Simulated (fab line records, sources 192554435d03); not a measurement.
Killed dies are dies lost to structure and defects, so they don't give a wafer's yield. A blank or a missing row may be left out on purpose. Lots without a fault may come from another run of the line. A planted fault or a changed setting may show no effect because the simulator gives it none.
Chamber matching | flow n5_finfet | N5_BEOL_M9_VIA_ETCH_34 on rie_diel-05: 4 sister chambers
The step etches SiCOH lowk in C4F6/O2, target depth 182.4 nm, time 68.4 s. 20 wafers are shown with their chamber, then 10 later ones without.

WAFERS WITH THEIR CHAMBER
wafer  | chamber | showerhead_plenum_p_Torr (Torr) | rf_vpp_V (V) | drypump_motor_current_A (A)
L078.1 | 0       | 2.78                            | 661          | 5.5
L078.2 | 2       | 2.63                            | 650          | 6.0
L078.3 | 1       | 2.71                            | 649          | 5.5
L079.2 | 0       | 2.78                            | 661          | 5.5
L079.4 | 3       | 2.97                            | 703          | 5.9
L079.6 | 3       | 2.97                            | 703          | 5.9
L082.1 | 0       | 2.78                            | 660          | 5.5
L082.4 | 3       | 2.97                            | 704          | 6.0
L082.5 | 1       | 2.71                            | 647          | 5.5
L081.1 | 1       | 2.71                            | 648          | 5.5
L081.4 | 1       | 2.71                            | 648          | 5.5
L081.5 | 3       | 2.97                            | 703          | 6.0
L085.3 | 1       | 2.71                            | 647          | 5.4
L085.4 | 2       | 2.62                            | 649          | 6.0
L085.5 | 1       | 2.71                            | 648          | 5.4
L089.2 | 3       | 2.97                            | 701          | 5.9
L089.4 | 0       | 2.77                            | 662          | 5.5
L089.6 | 0       | 2.77                            | 661          | 5.5
L090.2 | 0       | 2.77                            | 662          | 5.5
L090.3 | 1       | 2.70                            | 648          | 5.5

SIGNATURES (means of the wafers above)
reading                  | chamber 0 | chamber 1 | chamber 2 | chamber 3 | scatter within a chamber
showerhead_plenum_p_Torr | 2.7750    | 2.7086    | 2.6250    | 2.9700    | 0.00423
rf_vpp_V                 | 661.17    | 647.86    | 649.50    | 702.80    | 0.829
drypump_motor_current_A  | 5.500     | 5.471     | 6.000     | 5.940     | 0.0405
Rule: a wafer's distance from a chamber is the root of the sum, over the readings, of the square of ((its reading less the chamber's mean) divided by the reading's scatter). The wafer belongs to the nearest chamber; if the next one is less than 2 further off, it can't be placed. The scatter: the root of (the sum of the squares of (reading less its chamber's mean) over the shown wafers, divided by (wafers less chambers)).

WAFERS WITHOUT THEIR CHAMBER
wafer  | showerhead_plenum_p_Torr (Torr) | rf_vpp_V (V) | drypump_motor_current_A (A)
L090.6 | 2.62                            | 650          | 6.0
L091.1 | 2.96                            | 703          | 5.9
L091.3 | 2.62                            | 651          | 6.0
L091.6 | 2.77                            | 662          | 5.5
L096.2 | 2.96                            | 701          | 5.9
L096.3 | 2.77                            | 661          | 5.5
L096.5 | 2.61                            | 650          | 6.0
L097.1 | 2.77                            | 660          | 5.5
L097.2 | 2.61                            | 650          | 6.0
L097.3 | 3.04                            | 658          | 5.5

WHICH CHAMBER EACH WENT THROUGH
wafer  | from the rows above | in truth
L090.6 | 2                   | 2
L091.1 | 3                   | 3
L091.3 | 2                   | 2
L091.6 | 0                   | 0
L096.2 | 3                   | 3
L096.3 | 0                   | 0
L096.5 | 2                   | 2
L097.1 | 0                   | 0
L097.2 | 2                   | 2
L097.3 | 3                   | 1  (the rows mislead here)
Placed correctly: 9 of 10. Can't be placed from these rows: 0. Placed wrongly: 1.
